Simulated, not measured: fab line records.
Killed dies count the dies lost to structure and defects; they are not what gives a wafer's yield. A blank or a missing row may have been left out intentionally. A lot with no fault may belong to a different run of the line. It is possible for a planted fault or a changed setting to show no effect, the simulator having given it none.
fab line records ; flow n5_finfet
record lots=7; wafers=21
route steps=1938 shown BEOL_M9@1446 BEOL_M10@1509 BEOL_M12@1609
start_h: start of the lot's first displayed wafer, in hours after the record's first day ; wait_h: time in hours since the lot's previous step ; " repeats the value in the row above ; L1.1+2: several wafers, shown together as one row ; - no value present, or no start provided ; * or withheld: withheld ; < > ~ a bound
route shown NAME@n: names a module that has steps shown in the file, with the first one's number in the route ; usual: mean/standard deviation of fault-free wafers ; same: alike in all rows ; chamber/n: place in a boat ; sites: each site's reading ; _std_site: standard deviation of those values ; _edge_site: mean of outer sites minus mean of inner sites ; radius_mm: how far each site lies from the wafer's centre ; mask NAME#n: copy n ; behind: the last tool/chamber to shape the wafer ; hold: reason for holding the lot/hours on hold/outcome of the hold ; device: names the non-switching transistor (n, p or np) ; end of line: the same wafers' tests at the end of the route ; a step given without rows: its recipe and nothing more ; killed: count of dies lost to structure and defects at first sort (not the wafer's yield) ; map: the dies of a wafer, with x for killed, . for not killed, _ for no die there
set.NAME: setting as actually run; set.NAME@STEP: the setting as run at that earlier step ; model.NAME: the simulator's own value behind a step, which no gauge read
lots where settings were altered on purpose, with a table for each step and a row for each wafer
## steps
# step N5_BEOL_M9_TRENCH_ETCH_37
# recipe chemistry=C4F6/O2; target_depth_a=1514.3; target=SiCOH_lowk; time_s=49; ion_energy_ev=250; pressure_mtorr=30; source_w=345; bias_w=185; Ar_flow_sccm=300; C4F6_flow_sccm=10; O2_flow_sccm=10
lot.wafer;tool;chamber;start_h;wait_h;set.time_s;model.etch.depth_nm;model.BEOL_M9.feature_depth_nm;model.TiN_of_BEOL_M9_HM_DEP_02.thk_nm
L074.1;rie_diel-06;0;-;-;44.26;137.7;137.8;16.2
L074.3;rie_diel-06;1;-;-;49;152.8;152.8;15.8
L074.5;rie_diel-06;1;-;-;49;152.3;152.4;15.8
L076.1;rie_diel-02;2;-;-;49;155.1;155;15.2
L076.4;rie_diel-02;3;-;-;49;154.6;154.6;15.2
L076.5;rie_diel-02;1;-;-;49;154.4;154.4;15.2
L077.1;rie_diel-05;2;-;-;45.68;143.3;143.4;16.2
L077.4;rie_diel-05;3;-;-;45.68;137.7;137.6;16
L077.5;rie_diel-05;0;-;-;49;153.9;154;15.6
L080.1;rie_diel-05;2;-;-;49;152.5;152.4;15.4
L080.2;rie_diel-05;0;-;-;49;153.4;153.4;15.6
L080.6;rie_diel-05;2;-;-;49;152.3;152.2;15.6
L082.1;rie_diel-06;2;-;-;49;147.5;147.6;15.6
L082.4;rie_diel-06;3;-;-;45.16;134.9;134.8;16
L082.6;rie_diel-06;1;-;-;45.16;137.4;137.4;15.8
L083.4;rie_diel-05;1;-;-;56.81;175;175;14.6
L083.5;rie_diel-05;3;-;-;56.81;172.3;172.2;14.8
L083.6;rie_diel-05;2;-;-;49;152;152;15.2
L086.3;rie_diel-06;0;-;-;49;153.5;153.6;16.2
L086.4;rie_diel-06;3;-;-;57.79;175.6;175.6;15.4
L086.5;rie_diel-06;1;-;-;57.79;181.7;181.8;15.4
# step N5_BEOL_M9_ETCH_41
# recipe chemistry=CH3F/O2; target=SiCN; target_depth_a=366; taper_deg=2; time_s=70.1; ion_energy_ev=120; mask_material=TiN; pressure_mtorr=30; source_w=395; bias_w=75; Ar_flow_sccm=150; CH3F_flow_sccm=30; O2_flow_sccm=20
# step N5_BEOL_M9_STRIP_80
# recipe chemistry=N2/H2; time_s=10; power_w=450; temp_c=40; pressure_mtorr=20; rf_frequency_hz=6e+07; bias_power_w=7; n2_flow_sccm=200; h2_flow_sccm=200
# step N5_BEOL_M9_OCD_MEAS_38
# usual trench_depth_nm=151.8/2.3
lot.wafer;tool;chamber;start_h;wait_h;set.time_s@BEOL_M9_TRENCH_ETCH_37;trench_depth_nm
L074.1;ocd-01;-;255.81;-;44.26;137.5
L074.3;ocd-01;-;255.81;-;49;152.8
L074.5;ocd-01;-;255.81;-;49;152.3
L076.1;ocd-01;-;268.38;-;49;155.0
L076.4;ocd-01;-;268.38;-;49;154.3
L076.5;ocd-01;-;268.38;-;49;154.7
L077.1;ocd-01;-;280.84;-;45.68;143.4
L077.4;ocd-01;-;280.84;-;45.68;138.0
L077.5;ocd-01;-;280.84;-;49;153.5
L080.1;ocd-02;-;307.23;-;49;152.6
L080.2;ocd-02;-;307.23;-;49;153.4
L080.6;ocd-02;-;307.23;-;49;152.4
L082.1;ocd-01;-;319.96;-;49;147.6
L082.4;ocd-01;-;319.96;-;45.16;135.6
L082.6;ocd-01;-;319.96;-;45.16;137.7
L083.4;ocd-02;-;323.37;-;56.81;174.7
L083.5;ocd-02;-;323.37;-;56.81;172.1
L083.6;ocd-02;-;323.37;-;49;152.3
L086.3;ocd-02;-;351.45;-;49;154.3
L086.4;ocd-02;-;351.45;-;57.79;175.9
L086.5;ocd-02;-;351.45;-;57.79;181.8
# step N5_BEOL_M9_HM_STRIP_39
# recipe chemistry=peroxide_tin_strip; material=TiN; target_depth_a=250; temp_c=50; time_s=158
# step N5_BEOL_M9_SRD_40
# recipe time_s=30; temp_c=23; rinse_liquid=diw; dry=ipa_marangoni
# step N5_BEOL_M9_ECD_50
# recipe material=Cu; target_thk_a=3180
# step N5_BEOL_M9_ANNEAL_51
# recipe temp_c=225; time_s=90; ambient=N2
# step N5_BEOL_M9_CMP_52
# recipe stop_on=SiCOH_lowk; t_overpolish_s=7; down_force_psi=1; platen_rpm=50; clearing_platen_down_force_psi=1.5; clearing_platen_rpm=50; post_cmp_clean=cu_alkaline; target_thk_nm=140; clearing_platen_pad_velocity_m_s=0.99484; pad_velocity_m_s=0.99484
lot.wafer;tool;chamber;start_h;wait_h;set.time_s@BEOL_M9_TRENCH_ETCH_37;model.Cu_of_BEOL_M9_ECD_50.thk_nm
L074.1;cmp-02;1;258.40;0.3;44.26;125.8
L074.3;cmp-02;3;258.40;0.3;49;142.2
L074.5;cmp-02;1;258.40;0.3;49;140.2
L076.4;cmp-01;3;272.45;0.2;49;144.8
L076.1;cmp-01;2;272.45;0.2;49;143.2
L076.5;cmp-01;3;272.45;0.2;49;145.2
L077.4;cmp-01;2;283.54;0.1;45.68;125.6
L077.1;cmp-01;3;283.54;0.1;45.68;132.8
L077.5;cmp-01;2;283.54;0.1;49;142.4
L080.2;cmp-02;2;309.36;0.3;49;141.6
L080.1;cmp-02;3;309.36;0.3;49;140.4
L080.6;cmp-02;0;309.36;0.3;49;141.2
L082.1;cmp-03;3;323.41;0.3;49;136.6
L082.4;cmp-03;0;323.41;0.3;45.16;124.4
L082.6;cmp-03;2;323.41;0.3;45.16;125.6
L083.4;cmp-02;1;326.74;0.1;56.81;163.2
L083.6;cmp-02;1;326.74;0.1;49;139.6
L083.5;cmp-02;2;326.74;0.1;56.81;160.8
L086.3;cmp-01;2;353.41;0.2;49;141.4
L086.4;cmp-01;3;353.41;0.2;57.79;164.8
L086.5;cmp-01;3;353.41;0.2;57.79;171
# step N5_BEOL_M9_THK_MEAS_53
# recipe thk_meas_gauge=xrf; reads=Cu_of_BEOL_M9_ECD_50
# usual M9_THK=140.1/2.7
lot.wafer;tool;chamber;start_h;wait_h;set.time_s@BEOL_M9_TRENCH_ETCH_37;M9_THK[nm]
L074.1;film_metro-02;-;258.69;-;44.26;124.8
L074.3;film_metro-02;-;258.69;-;49;141.9
L074.5;film_metro-02;-;258.69;-;49;140.2
L076.1;film_metro-02;-;272.74;-;49;143.1
L076.4;film_metro-02;-;272.74;-;49;145.8
L076.5;film_metro-02;-;272.74;-;49;145.8
L077.1;film_metro-02;-;283.83;-;45.68;133.2
L077.4;film_metro-02;-;283.83;-;45.68;125.7
L077.5;film_metro-02;-;283.83;-;49;141.9
L080.1;film_metro-01;-;309.58;-;49;141.4
L080.2;film_metro-01;-;309.58;-;49;142.4
L080.6;film_metro-01;-;309.58;-;49;141.3
L082.1;film_metro-01;-;323.62;-;49;136.6
L082.4;film_metro-01;-;323.62;-;45.16;123.8
L082.6;film_metro-01;-;323.62;-;45.16;125.2
L083.4;film_metro-01;-;327.04;-;56.81;163.8
L083.5;film_metro-01;-;327.04;-;56.81;161.3
L083.6;film_metro-01;-;327.04;-;49;139.6
L086.3;film_metro-01;-;353.71;-;49;142.9
L086.4;film_metro-01;-;353.71;-;57.79;165.7
L086.5;film_metro-01;-;353.71;-;57.79;172.2
# step N5_BEOL_M9_PRE_CLEAN_55
# recipe gas=NH3; time_s=15; temp_c=withheld; rf_power_w=300
# step N5_BEOL_M9_DEP_56
# recipe material=SiCN; target_thk_a=150; temp_c=withheld; precursor=3MS/NH3; pressure_torr=3; rf_w=202; time_s=26.5
# step N5_BEOL_M9_RS_MEAS_57
# recipe thk_meas_gauge=four-point-probe; reads=Cu_of_BEOL_M9_ECD_50+Co_of_BEOL_M9_CVD_78+TaN_of_BEOL_M9_ALD_74
# usual M9_RS=0.150/0.0032
lot.wafer;tool;chamber;start_h;wait_h;set.time_s@BEOL_M9_TRENCH_ETCH_37;M9_RS[ohm/sq]
L074.1;film_metro-01;-;258.83;0.1;44.26;0.170
L074.3;film_metro-01;-;258.83;0.1;49;0.148
L074.5;film_metro-01;-;258.83;0.1;49;0.150
L076.1;film_metro-01;-;272.88;0.1;49;0.147
L076.4;film_metro-01;-;272.88;0.1;49;0.145
L076.5;film_metro-01;-;272.88;0.1;49;0.145
L077.1;film_metro-01;-;283.97;0.1;45.68;0.160
L077.4;film_metro-01;-;283.97;0.1;45.68;0.170
L077.5;film_metro-01;-;283.97;0.1;49;0.148
L080.1;film_metro-02;-;309.71;0.1;49;0.150
L080.2;film_metro-02;-;309.71;0.1;49;0.149
L080.6;film_metro-02;-;309.71;0.1;49;0.149
L082.1;film_metro-02;-;323.76;0.1;49;0.155
L082.4;film_metro-02;-;323.76;0.1;45.16;0.172
L082.6;film_metro-02;-;323.76;0.1;45.16;0.170
L083.4;film_metro-02;-;328.28;0.0;56.81;0.127
L083.5;film_metro-02;-;328.28;0.0;56.81;0.129
L083.6;film_metro-02;-;328.28;0.0;49;0.151
L086.3;film_metro-01;-;353.84;0.1;49;0.149
L086.4;film_metro-01;-;353.84;0.1;57.79;0.126
L086.5;film_metro-01;-;353.84;0.1;57.79;0.121
# step N5_BEOL_M10_VIA_ETCH_34
# recipe chemistry=C4F6/O2; target=SiCOH_lowk; target_depth_a=1845; mask_material=SOC; taper_deg=4; time_s=69.2; ion_energy_ev=250; pressure_mtorr=30; source_w=345; bias_w=185; Ar_flow_sccm=300; C4F6_flow_sccm=10; O2_flow_sccm=10
# usual rf_vpp_V=673/14
lot.wafer;tool;chamber;start_h;wait_h;set.source_w;rf_vpp_V
L074.1;rie_diel-01;2;262.27;0.0;345;663
L074.3;rie_diel-01;0;262.27;0.0;345;652
L074.5;rie_diel-01;1;262.27;0.0;292.2;731
L076.1;rie_diel-04;3;276.00;0.0;301.5;749
L076.4;rie_diel-04;1;276.00;0.0;345;682
L076.5;rie_diel-04;2;276.00;0.0;345;686
L077.1;rie_diel-01;2;290.35;0.0;345;662
L077.4;rie_diel-01;1;290.35;0.0;345;672
L077.5;rie_diel-01;3;290.35;0.0;345;665
L080.1;rie_diel-01;3;315.07;0.0;345;665
L080.2;rie_diel-01;0;315.07;0.0;345;651
L080.6;rie_diel-01;1;315.07;0.0;345;671
L082.1;rie_diel-04;2;330.39;0.0;288.5;751
L082.4;rie_diel-04;0;330.39;0.0;345;662
L082.6;rie_diel-04;0;330.39;0.0;345;661
L083.4;rie_diel-04;0;334.15;0.0;345;662
L083.5;rie_diel-04;3;334.15;0.0;318.8;728
L083.6;rie_diel-04;2;334.15;0.0;345;685
L086.3;rie_diel-01;1;360.12;0.0;345;671
L086.4;rie_diel-01;0;360.12;0.0;371.3;626
L086.5;rie_diel-01;1;360.12;0.0;345;673
# step N5_BEOL_M10_TRENCH_ETCH_37
# recipe chemistry=C4F6/O2; target_depth_a=1488.3; target=SiCOH_lowk; time_s=48; ion_energy_ev=250; pressure_mtorr=30; source_w=345; bias_w=185; Ar_flow_sccm=300; C4F6_flow_sccm=10; O2_flow_sccm=10
lot.wafer;tool;chamber;start_h;wait_h;set.time_s;model.BEOL_M10.feature_depth_nm;model.etch.depth_nm;model.TiN_of_BEOL_M10_HM_DEP_02.thk_nm
L074.1;rie_diel-01;0;-;-;48;143.4;143.3;16
L074.3;rie_diel-01;2;-;-;48;145;145.1;16
L074.5;rie_diel-01;0;-;-;39.2;118.8;118.8;16.8
L076.1;rie_diel-04;3;-;-;40.78;125.4;125.5;16.2
L076.4;rie_diel-04;1;-;-;48;147;146.9;15.8
L076.5;rie_diel-04;2;-;-;40.78;123.4;123.5;16.4
L077.1;rie_diel-01;2;-;-;44.23;132.8;132.9;16.4
L077.4;rie_diel-01;1;-;-;48;149.4;149.3;16
L077.5;rie_diel-01;3;-;-;48;152.2;152.3;15.8
L080.1;rie_diel-01;3;-;-;48;150.4;150.4;16
L080.2;rie_diel-01;0;-;-;48;143;143.1;16
L080.6;rie_diel-01;1;-;-;48;149.2;149.3;15.8
L082.1;rie_diel-04;2;-;-;48;146.4;146.4;15.2
L082.4;rie_diel-04;0;-;-;44.38;131.6;131.5;16
L082.6;rie_diel-04;0;-;-;48;143;143.1;15.4
L083.4;rie_diel-04;0;-;-;48;143.6;143.5;16.2
L083.5;rie_diel-04;3;-;-;53;161.2;161.2;15.2
L083.6;rie_diel-04;2;-;-;48;147;147;15.8
L086.3;rie_diel-01;1;-;-;53.9;169;169.1;15
L086.4;rie_diel-01;0;-;-;48;149.6;149.6;15.8
L086.5;rie_diel-01;1;-;-;48;151;151.1;15.6
# step N5_BEOL_M10_ETCH_41
# recipe chemistry=CH3F/O2; target=SiCN; target_depth_a=426; taper_deg=2; time_s=86; ion_energy_ev=120; mask_material=TiN; pressure_mtorr=30; source_w=395; bias_w=75; Ar_flow_sccm=150; CH3F_flow_sccm=30; O2_flow_sccm=20
# step N5_BEOL_M10_STRIP_77
# recipe chemistry=N2/H2; time_s=10; power_w=450; temp_c=40; pressure_mtorr=20; rf_frequency_hz=6e+07; bias_power_w=7; n2_flow_sccm=200; h2_flow_sccm=200
# step N5_BEOL_M10_OCD_MEAS_38
# usual trench_depth_nm=147.1/2.7
lot.wafer;tool;chamber;start_h;wait_h;set.time_s@BEOL_M10_TRENCH_ETCH_37;trench_depth_nm
L074.1;ocd-02;-;262.55;-;48;143.3
L074.3;ocd-02;-;262.55;-;48;145.1
L074.5;ocd-02;-;262.55;-;39.2;119.1
L076.1;ocd-02;-;276.28;-;40.78;125.6
L076.4;ocd-02;-;276.28;-;48;147.2
L076.5;ocd-02;-;276.28;-;40.78;123.0
L077.1;ocd-01;-;290.64;-;44.23;133.4
L077.4;ocd-01;-;290.64;-;48;149.9
L077.5;ocd-01;-;290.64;-;48;152.4
L080.1;ocd-02;-;315.36;-;48;149.8
L080.2;ocd-02;-;315.36;-;48;142.6
L080.6;ocd-02;-;315.36;-;48;149.2
L082.1;ocd-01;-;330.68;-;48;146.0
L082.4;ocd-01;-;330.68;-;44.38;131.1
L082.6;ocd-01;-;330.68;-;48;143.3
L083.4;ocd-02;-;334.44;-;48;144.2
L083.5;ocd-02;-;334.44;-;53;160.7
L083.6;ocd-02;-;334.44;-;48;147.1
L086.3;ocd-01;-;360.40;-;53.9;169.3
L086.4;ocd-01;-;360.40;-;48;149.3
L086.5;ocd-01;-;360.40;-;48;151.6
# step N5_BEOL_M10_HM_STRIP_39
# recipe chemistry=peroxide_tin_strip; material=TiN; target_depth_a=250; temp_c=50; time_s=158
# step N5_BEOL_M10_SRD_40
# recipe time_s=30; temp_c=23; rinse_liquid=diw; dry=ipa_marangoni
# step N5_BEOL_M10_ECD_50
# recipe material=Cu; target_thk_a=3180
# step N5_BEOL_M10_ANNEAL_51
# recipe temp_c=225; time_s=90; ambient=N2
# step N5_BEOL_M10_CMP_52
# recipe stop_on=SiCOH_lowk; t_overpolish_s=7; down_force_psi=1; platen_rpm=50; clearing_platen_down_force_psi=1.5; clearing_platen_rpm=50; post_cmp_clean=cu_alkaline; target_thk_nm=140; clearing_platen_pad_velocity_m_s=0.99484; pad_velocity_m_s=0.99484
lot.wafer;tool;chamber;start_h;wait_h;set.time_s@BEOL_M10_TRENCH_ETCH_37;model.Cu_of_BEOL_M10_ECD_50.thk_nm
L074.1;cmp-02;3;266.08;0.4;48;135.6
L074.3;cmp-02;0;266.08;0.4;48;137.2
L074.5;cmp-02;3;266.08;0.4;39.2;110
L076.4;cmp-01;3;279.22;0.2;48;141
L076.1;cmp-01;1;279.22;0.2;40.78;116.6
L076.5;cmp-01;3;279.22;0.2;40.78;116
L077.1;cmp-04;2;293.13;0.3;44.23;121.4
L077.4;cmp-04;3;293.13;0.3;48;139
L077.5;cmp-04;2;293.13;0.3;48;140.8
L080.2;cmp-02;1;317.67;0.2;48;134.2
L080.1;cmp-02;3;317.67;0.2;48;141
L080.6;cmp-02;1;317.67;0.2;48;141.6
L082.1;cmp-04;1;333.32;0.3;48;135.6
L082.4;cmp-04;3;333.32;0.3;44.38;122.8
L082.6;cmp-04;2;333.32;0.3;48;132.2
L083.4;cmp-04;0;336.46;0.2;48;132.8
L083.6;cmp-04;1;336.46;0.2;48;135.2
L083.5;cmp-04;2;336.46;0.2;53;150.4
L086.4;cmp-02;1;362.53;0.1;48;140.8
L086.3;cmp-02;2;362.53;0.1;53.9;160
L086.5;cmp-02;2;362.53;0.1;48;141.4
# step N5_BEOL_M10_THK_MEAS_53
# recipe thk_meas_gauge=xrf; reads=Cu_of_BEOL_M10_ECD_50
# usual M10_THK=137.6/2.9
lot.wafer;tool;chamber;start_h;wait_h;set.time_s@BEOL_M10_TRENCH_ETCH_37;M10_THK[nm]
L074.1;film_metro-01;-;266.33;-;48;136.3
L074.3;film_metro-01;-;266.33;-;48;136.7
L074.5;film_metro-01;-;266.33;-;39.2;110.0
L076.1;film_metro-02;-;279.48;-;40.78;116.2
L076.4;film_metro-02;-;279.48;-;48;139.8
L076.5;film_metro-02;-;279.48;-;40.78;115.7
L077.1;film_metro-01;-;293.43;-;44.23;122.5
L077.4;film_metro-01;-;293.43;-;48;140.1
L077.5;film_metro-01;-;293.43;-;48;141.8
L080.1;film_metro-02;-;317.96;-;48;140.0
L080.2;film_metro-02;-;317.96;-;48;133.7
L080.6;film_metro-02;-;317.96;-;48;140.7
L082.1;film_metro-01;-;333.61;-;48;135.7
L082.4;film_metro-01;-;333.61;-;44.38;123.1
L082.6;film_metro-01;-;333.61;-;48;132.5
L083.4;film_metro-02;-;336.64;-;48;131.6
L083.5;film_metro-02;-;336.64;-;53;148.9
L083.6;film_metro-02;-;336.64;-;48;134.1
L086.3;film_metro-02;-;362.82;-;53.9;158.9
L086.4;film_metro-02;-;362.82;-;48;139.2
L086.5;film_metro-02;-;362.82;-;48;140.4
# step N5_BEOL_M10_PRE_CLEAN_55
# recipe gas=NH3; time_s=15; temp_c=withheld; rf_power_w=300
# step N5_BEOL_M10_DEP_56
# recipe material=SiCN; target_thk_a=150; temp_c=withheld; precursor=3MS/NH3; pressure_torr=3; rf_w=202; time_s=26.5
# step N5_BEOL_M10_RS_MEAS_57
# recipe thk_meas_gauge=four-point-probe; reads=Cu_of_BEOL_M10_ECD_50+Co_of_BEOL_M10_CVD_75+TaN_of_BEOL_M10_ALD_74
# usual M10_RS=0.153/0.0035
lot.wafer;tool;chamber;start_h;wait_h;set.time_s@BEOL_M10_TRENCH_ETCH_37;M10_RS[ohm/sq]
L074.1;film_metro-02;-;266.47;0.1;48;0.156
L074.3;film_metro-02;-;266.47;0.1;48;0.154
L074.5;film_metro-02;-;266.47;0.1;39.2;0.197
L076.1;film_metro-02;-;279.62;0.1;40.78;0.185
L076.4;film_metro-02;-;279.62;0.1;48;0.150
L076.5;film_metro-02;-;279.62;0.1;40.78;0.186
L077.1;film_metro-01;-;293.56;0.1;44.23;0.177
L077.4;film_metro-01;-;293.56;0.1;48;0.152
L077.5;film_metro-01;-;293.56;0.1;48;0.150
L080.1;film_metro-02;-;318.10;0.1;48;0.149
L080.2;film_metro-02;-;318.10;0.1;48;0.158
L080.6;film_metro-02;-;318.10;0.1;48;0.149
L082.1;film_metro-01;-;333.75;0.1;48;0.156
L082.4;film_metro-01;-;333.75;0.1;44.38;0.174
L082.6;film_metro-01;-;333.75;0.1;48;0.161
L083.4;film_metro-02;-;336.77;0.0;48;0.160
L083.5;film_metro-02;-;336.77;0.0;53;0.139
L083.6;film_metro-02;-;336.77;0.0;48;0.156
L086.3;film_metro-01;-;362.99;0.1;53.9;0.130
L086.4;film_metro-01;-;362.99;0.1;48;0.149
L086.5;film_metro-01;-;362.99;0.1;48;0.149
# step N5_BEOL_M12_PEB_08
# recipe peb_temp_c=130; peb_time_s=90
lot.wafer;tool;chamber;start_h;wait_h;set.peb_time_s
L074.1;litho_track-01;0;275.58;0.1;72.26
L074.3+5;litho_track-01;0;275.58;0.1;90
L076.1+4;litho_track-01;0;288.30;0.1;90
L076.5;litho_track-01;0;288.30;0.1;71.41
L077.1;litho_track-05;0;302.82;0.1;90
L077.4+5;litho_track-05;0;302.82;0.1;81.64
L080.1+2+6;litho_track-01;0;325.25;0.1;90
L082.1+4+6;litho_track-01;0;340.57;0.1;90
L083.4+5+6;litho_track-01;0;345.77;0.0;90
L086.3+5;litho_track-01;0;372.37;0.0;101.6
L086.4;litho_track-01;0;372.37;0.0;90
# step N5_BEOL_M12_DEVELOP_09
# recipe develop_time_s=45; rinse_liquid=diw; dry=air_spin; dev_temp_c=21
# step N5_BEOL_M12_HARDBAKE_14
# recipe temp_c=130; time_s=120
# step N5_BEOL_M12_CD_MEAS_10
# recipe target_cd_nm=140; landing_energy_ev=500; detector=se_inlens; polarity=opening
# usual cd_nm=140.0/1.9
lot.wafer;tool;chamber;start_h;wait_h;set.peb_time_s@BEOL_M12_PEB_08;cd_nm
L074.1;cd_sem-03;0;275.70;-;72.26;131.2
L074.3;cd_sem-03;0;275.70;-;90;137.3
L074.5;cd_sem-03;0;275.70;-;90;140.1
L076.1;cd_sem-02;0;288.42;-;90;139.2
L076.4;cd_sem-02;0;288.42;-;90;138.4
L076.5;cd_sem-02;0;288.42;-;71.41;132.2
L077.1;cd_sem-02;0;302.93;-;90;140.6
L077.4;cd_sem-02;0;302.93;-;81.64;137.6
L077.5;cd_sem-02;0;302.93;-;81.64;135.4
L080.1;cd_sem-02;0;325.37;-;90;140.4
L080.2;cd_sem-02;0;325.37;-;90;142.4
L080.6;cd_sem-02;0;325.37;-;90;142.1
L082.1;cd_sem-02;0;340.69;-;90;141.3
L082.4;cd_sem-02;0;340.69;-;90;138.8
L082.6;cd_sem-02;0;340.69;-;90;139.5
L083.4;cd_sem-03;0;345.89;-;90;142.1
L083.5;cd_sem-03;0;345.89;-;90;141.0
L083.6;cd_sem-03;0;345.89;-;90;140.8
L086.3;cd_sem-01;0;372.49;-;101.6;143.4
L086.4;cd_sem-01;0;372.49;-;90;137.1
L086.5;cd_sem-01;0;372.49;-;101.6;142.9
## key
split step=N5_BEOL_M9_TRENCH_ETCH_37; setting=time_s; stated=49; by=wafer
response step=N5_BEOL_M9_TRENCH_ETCH_37; reading=model.etch.depth_nm; change=+1.44; per=1%; r=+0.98
response step=N5_BEOL_M9_TRENCH_ETCH_37; reading=model.BEOL_M9.feature_depth_nm; change=+1.44; per=1%; r=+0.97
response step=N5_BEOL_M9_TRENCH_ETCH_37; reading=model.TiN_of_BEOL_M9_HM_DEP_02.thk_nm; change=-0.0411; per=1%; r=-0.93
response step=N5_BEOL_M9_OCD_MEAS_38; reading=trench_depth_nm; change=+1.41; per=1%; r=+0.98
response step=N5_BEOL_M9_CMP_52; reading=model.Cu_of_BEOL_M9_ECD_50.thk_nm; change=+1.5; per=1%; r=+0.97
response step=N5_BEOL_M9_THK_MEAS_53; reading=M9_THK; change=+1.5; per=1%; r=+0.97
response step=N5_BEOL_M9_RS_MEAS_57; reading=M9_RS; change=-0.00163; per=1%; r=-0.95
split step=N5_BEOL_M10_VIA_ETCH_34; setting=source_w; stated=345; by=wafer
response step=N5_BEOL_M10_VIA_ETCH_34; reading=rf_vpp_V; change=-5.37; per=1%; r=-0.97
split step=N5_BEOL_M10_TRENCH_ETCH_37; setting=time_s; stated=48; by=wafer
response step=N5_BEOL_M10_TRENCH_ETCH_37; reading=model.BEOL_M10.feature_depth_nm; change=+1.53; per=1%; r=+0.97
response step=N5_BEOL_M10_TRENCH_ETCH_37; reading=model.etch.depth_nm; change=+1.53; per=1%; r=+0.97
response step=N5_BEOL_M10_TRENCH_ETCH_37; reading=model.TiN_of_BEOL_M10_HM_DEP_02.thk_nm; change=-0.0514; per=1%; r=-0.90
response step=N5_BEOL_M10_OCD_MEAS_38; reading=trench_depth_nm; change=+1.53; per=1%; r=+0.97
response step=N5_BEOL_M10_CMP_52; reading=model.Cu_of_BEOL_M10_ECD_50.thk_nm; change=+1.58; per=1%; r=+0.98
response step=N5_BEOL_M10_THK_MEAS_53; reading=M10_THK; change=+1.57; per=1%; r=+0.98
response step=N5_BEOL_M10_RS_MEAS_57; reading=M10_RS; change=-0.00219; per=1%; r=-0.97
split step=N5_BEOL_M12_PEB_08; setting=peb_time_s; stated=90; by=wafer
response step=N5_BEOL_M12_CD_MEAS_10; reading=cd_nm; change=+0.376; per=1%; r=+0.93
